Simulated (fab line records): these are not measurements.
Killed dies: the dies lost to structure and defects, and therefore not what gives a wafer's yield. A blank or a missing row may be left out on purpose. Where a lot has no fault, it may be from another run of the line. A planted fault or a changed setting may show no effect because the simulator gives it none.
Which tool did it? + flow n5-finfet + 10 lots with 30 wafers sampled at 4 steps, on a route of 1938 steps

WHAT THE GAUGES READ, wafer by wafer
N5_BEOL_M8_OCD_MEAS_38.
| lot  | measured     | on     | trench-depth-nm (nm) |
|------|--------------|--------|----------------------|
| L981 | day 9 08:43  | ocd-02 | 91.3 93.1 92.2       |
| L989 | day 11 18:06 | ocd-02 | 93.8 93.8 90.6       |
| L990 | day 12 05:11 | ocd-01 | 95.1 90.9 93.6       |
| L991 | day 12 14:34 | ocd-02 | 90.8 93.1 90.4       |
| L995 | day 13 00:20 | ocd-02 | 91.7 93.0 94.4       |
| L997 | day 13 18:38 | ocd-01 | 93.0 91.1 91.7       |
| L996 | day 13 18:40 | ocd-02 | 91.5 94.8 95.2       |
| L998 | day 14 00:48 | ocd-02 | 90.9 93.1 93.2       |
| L101 | day 14 13:53 | ocd-01 | 93.7 93.0 90.6       |
| L104 | day 15 14:00 | ocd-02 | 93.2 93.2 93.3       |

TOOL THAT RAN EACH LOT (tool first, then ch and the chambers of the sampled wafers, then the start)
| lot  | N5_BEOL_M8_DESCUM_16               | N5_BEOL_M8_ETCH_72                 | N5_BEOL_M8_ETCH_41                            |
|------|------------------------------------|------------------------------------|-----------------------------------------------|
| L981 | rie-diel-06 ch 0,3, day 9 07:20    | rie-diel-05 ch 2,3, day 9 08:19    | rie-diel-05 ch 2,3, day 9 08:43 or earlier    |
| L989 | rie-diel-05 ch 0,1, day 11 16:33   | rie-diel-02 ch 1,2,3, day 11 17:42 | rie-diel-02 ch 1,2,3, day 11 18:06 or earlier |
| L990 | rie-diel-05 ch 1,2,3, day 12 01:29 | rie-diel-05 ch 0,2,3, day 12 04:47 | rie-diel-05 ch 0,2,3, day 12 05:11 or earlier |
| L991 | rie-diel-06 ch 0,2, day 12 10:40   | rie-diel-05 ch 2,3, day 12 14:10   | rie-diel-05 ch 2,3, day 12 14:34 or earlier   |
| L995 | rie-diel-02 ch 0,1,3, day 12 22:49 | rie-diel-06 ch 0,1,2, day 12 23:56 | rie-diel-06 ch 0,1,2, day 13 00:20 or earlier |
| L997 | rie-diel-02 ch 1,2,3, day 13 16:19 | rie-diel-05 ch 1,2,3, day 13 18:14 | rie-diel-05 ch 1,2,3, day 13 18:38 or earlier |
| L996 | rie-diel-06 ch 0,1,2, day 13 16:40 | rie-diel-06 ch 1,2,3, day 13 18:16 | rie-diel-06 ch 1,2,3, day 13 18:40 or earlier |
| L998 | rie-diel-06 ch 0,2, day 13 21:44   | rie-diel-05 ch 2,3, day 14 00:24   | rie-diel-05 ch 2,3, day 14 00:48 or earlier   |
| L101 | rie-diel-02 ch 0,1,3, day 14 12:09 | rie-diel-02 ch 1,2,3, day 14 13:29 | rie-diel-02 ch 1,2,3, day 14 13:53 or earlier |
| L104 | rie-diel-02 ch 0,1, day 15 12:16   | rie-diel-02 ch 1,3, day 15 13:36   | rie-diel-02 ch 1,3, day 15 14:00 or earlier   |
- N5_BEOL_M8_DESCUM_16: chemistry O2, time 7.9 s.
- N5_BEOL_M8_ETCH_72: etches underlayer in N2/H2, target depth 6.5 nm, time 5.2 s.
- N5_BEOL_M8_ETCH_41: etches SiCN in CH3F/O2, target depth 31.9 nm, time 57.8 s.

THE ANSWER, worked out from the rows above alone
Rule: what is usual is taken from the lots themselves. Put in order of their means at a reading, lots are off if they are a third of the lots or fewer, leave a main group of 4 or more, and stand apart from it by a gap of 3 or more times the standard deviation of the main group's means; of several such gaps the widest counts. If all means in a main group match to the digits the tables above print for the reading, that group is not used. A lot without any number at a reading at which 4 lots or more have one is off too. All remaining lots with rows at the step are treated as sound.
Across all readings shown, no lot is off: no conclusion can be drawn from this.

WHAT WAS PUT IN BY THE SIMULATOR
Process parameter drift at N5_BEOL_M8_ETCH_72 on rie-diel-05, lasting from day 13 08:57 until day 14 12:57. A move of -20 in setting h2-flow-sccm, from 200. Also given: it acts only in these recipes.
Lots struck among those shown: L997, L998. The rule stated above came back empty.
